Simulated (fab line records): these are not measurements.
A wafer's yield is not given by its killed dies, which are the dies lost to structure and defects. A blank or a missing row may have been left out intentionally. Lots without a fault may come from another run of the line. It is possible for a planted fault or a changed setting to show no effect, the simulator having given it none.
Problem report, 8D (eight disciplines) form, completed by code	flow nand-harc	the parts of the form that need people (team, actions taken, sign-off) are left out

== 1. WHAT IS WRONG ==
Wafers without a fault read 30, standard deviation 10; killed-at-array at NHARC_END_SORT_01 reads a mean of 671 on 5 wafers belonging to 3 lots. Relative to the usual mean, that is a shift of +64 standard deviations.
First observed at day 21 02:38: wafer L563.2, on prober-01. The record has a number at this step for 6 wafers belonging to 3 lots. Rule for "out" (also "out of limits"): further than 4 standard deviations from the usual mean. Any other wafer with a number is counted as sound.

== 2. WHAT IT IS, WHAT IT ISN'T ==
question	is	is not
which readings at this step	killed-at-array, killed-dies	killed-open
which lots	L563, L566, L567	-
which wafers of those lots	L563.2, L563.3, L566.3, L567.2, L567.3	L566.1
read on which gauges	prober-01, prober-02	-
when	from day 21 02:38	up to then (0 sound wafers); but 1 sound wafer of L566 came after

== 3. THE SUSPECTS, EACH WITH WHAT RULES IT OUT ==
Counting: a tool at a process step up to the reading stays a suspect if it ran every lot that is out. Sound lots after the first of them don't rule it out here, since some wafers of a struck lot are sound.
- the gauge at NHARC_END_SORT_01: ruled out. Those wafers that are out were read across 2 gauges (prober-01, prober-02).
- rie-diel-12 at NHARC_A_WL_FILL_ETCHBACK_16 (etches the open film in C4F8/O2/Ar, target depth 88 nm, time 17.6 s): kept. It ran every lot that is out, first L563 (day 17 08:12). On those wafers its own readings are out: run-length-s.
Remaining after the count: rie-diel-12 at NHARC_A_WL_FILL_ETCHBACK_16.

== 4. THE CAUSE (what the simulator had put in) ==
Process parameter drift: rie-diel-12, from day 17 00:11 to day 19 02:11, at NHARC_A_WL_FILL_ETCHBACK_16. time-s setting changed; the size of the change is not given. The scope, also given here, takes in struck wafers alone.
After counting, this tool was the only one left.

== 5. THE CHAIN OF EFFECTS, in route order ==
One row per reading whose mean, taken over the struck wafers that have a number, lies over 3 standard deviations from the usual. Only readings whose record carries a usual standard deviation are examined. hours: median over the lots of the time between each lot's start at the first step of this table that gives one and its start at this step. sigmas: the change, counted in usual standard deviations.
hours	step	reading	usual	on struck wafers	change	sigmas
0	NHARC_A_WL_FILL_ETCHBACK_16	run-length-s	38.8 s	24.3	-14.5	-36
90	NHARC_END_SORT_01	killed-at-array	30	671	+641	+64
90	NHARC_END_SORT_01	killed-dies	34	677	+643	+58
Here are the process steps it includes:
- NHARC_A_WL_FILL_ETCHBACK_16: etches the open film in C4F8/O2/Ar, target depth 88 nm, time 17.6 s.

== 6. WHAT WOULD HAVE CAUGHT IT SOONER ==
Counted from the fault's start at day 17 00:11, it took 98 hours until the first out-of-limits reading at a measuring or inspecting step in this record, taken at day 21 02:38.
At NHARC_A_WL_FILL_ETCHBACK_16, the tool's own readings (run-length-s) were out on each struck wafer the step has a row for, so an alarm limit on them would have fired on the first such wafer.
By day 21 02:38, every lot that is out (3) had started NHARC_A_WL_FILL_ETCHBACK_16 on rie-diel-12. Had the tool been put on hold then, not one of them would have been saved.
